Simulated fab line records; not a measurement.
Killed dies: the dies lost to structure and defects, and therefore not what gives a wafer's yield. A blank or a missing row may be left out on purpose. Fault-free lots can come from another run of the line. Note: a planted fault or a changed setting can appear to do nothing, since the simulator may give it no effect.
One fault through the eyes of 3 desks | flow nandHarc | what lay behind the numbers comes last; until then each desk has only its own

== THE DEFECT DESK ==
Lot by lot, what the route's inspections counted, given as the mean of those sampled wafers with a number. If a lot's mean is further than 4 standard deviations from the usual mean, the lot is out of limits and carries the mark OUT (the distance appears in the brackets).
Columns: A = rawDefectCount at NHARC_A_SOURCE_PLATE_INSPECT_08, usual 56
lot  | first seen here | A
L924 | day 7 15:27     | 100
L925 | day 8 10:24     | 38
L927 | day 8 23:05     | 39
L929 | day 9 21:51     | 43
L931 | day 10 11:57    | 129
L932 | day 11 02:52    | 39
L934 | day 11 19:05    | 92
L936 | day 12 15:46    | 42
L943 | day 16 02:45    | 50
L944 | day 16 02:46    | 56
L945 | day 16 20:41    | 45
L946 | day 17 04:43    | 55
L947 | day 17 15:56    | 61
This desk's verdict: no lot among the 13 shows anything out of limits.

== TOOL OWNER'S DESK, pecvdOnon-02 ==
The tool's own readings at NHARC_A_ONON_D1_DEP_00 (target thk 1000 nm): means of the sampled wafers that have a number, for each lot that ran on this tool. If a lot's mean is further than 4 standard deviations from the usual mean, the lot is out of limits and carries the mark OUT (the distance appears in the brackets).
Columns: A = sih4FlowSccm at NHARC_A_ONON_D1_DEP_00, usual 210.0 sccm; B = susceptorTempC at NHARC_A_ONON_D1_DEP_00, usual 399.91 C
lot  | first seen here | A     | B
L925 | day 8 10:28     | 209.9 | 399.57
L929 | day 9 21:55     | 210.7 | 399.85
L931 | day 10 12:08    | 209.7 | 400.11
L932 | day 11 03:07    | 210.0 | 399.96
L934 | day 11 19:16    | 209.3 | 399.90
L936 | day 12 15:50    | 210.0 | 399.82
L943 | day 16 02:52    | 210.5 | 399.94
L945 | day 16 20:48    | 210.9 | 399.92
L946 | day 17 04:47    | 210.0 | 400.05
This desk's verdict: no lot among the 9 shows anything out of limits.

== FROM THE METROLOGY DESK ==
What the gauges read for every lot (on any tool): the sampled wafers with a number, averaged. If a lot's mean is further than 4 standard deviations from the usual mean, the lot is out of limits and carries the mark OUT (the distance appears in the brackets).
Columns: A = thkNm at NHARC_A_ONON_D1_THK_MEAS_02, usual 998 nm
lot  | first seen here | A
L924 | day 7 16:02     | 993
L925 | day 8 10:58     | 999
L927 | day 8 23:46     | 998
L929 | day 9 22:26     | 995
L931 | day 10 12:31    | 1006
L932 | day 11 03:27    | 1001
L934 | day 11 19:39    | 1260 (+28) OUT
L936 | day 12 16:20    | 1798 (+84) OUT
L943 | day 16 03:20    | 997
L944 | day 16 03:21    | 993
L945 | day 16 21:16    | 1004
L946 | day 17 05:17    | 1002
L947 | day 17 16:31    | 1010
This desk finds L934, L936 out of limits, L934 being first, at day 11 19:39 (thkNm at NHARC_A_ONON_D1_THK_MEAS_02). L924, L925, L927, L929, L931, L932, L943, L944, L945, L946, L947: within limits.

== TAKEN TOGETHER ==
Metrology desk: alarm possible at day 11 19:39 on L934, L936.
The defect desk saw nothing out of limits.
The tool owner's desk saw nothing out of limits.
The defect desk has L934, L936 on record, within its limits.
The tool owner's desk has L934, L936 on record, within its limits.
Every lot named ran NHARC_A_ONON_D1_DEP_00 on pecvdOnon-02.

== WHAT WAS PUT IN BY THE SIMULATOR ==
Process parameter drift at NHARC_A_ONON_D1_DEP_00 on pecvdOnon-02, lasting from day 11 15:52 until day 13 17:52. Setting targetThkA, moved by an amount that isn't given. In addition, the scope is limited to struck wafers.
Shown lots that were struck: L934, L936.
Time in hours between the start of the fault and the first out-of-limits reading at each desk: metrology desk, 4.
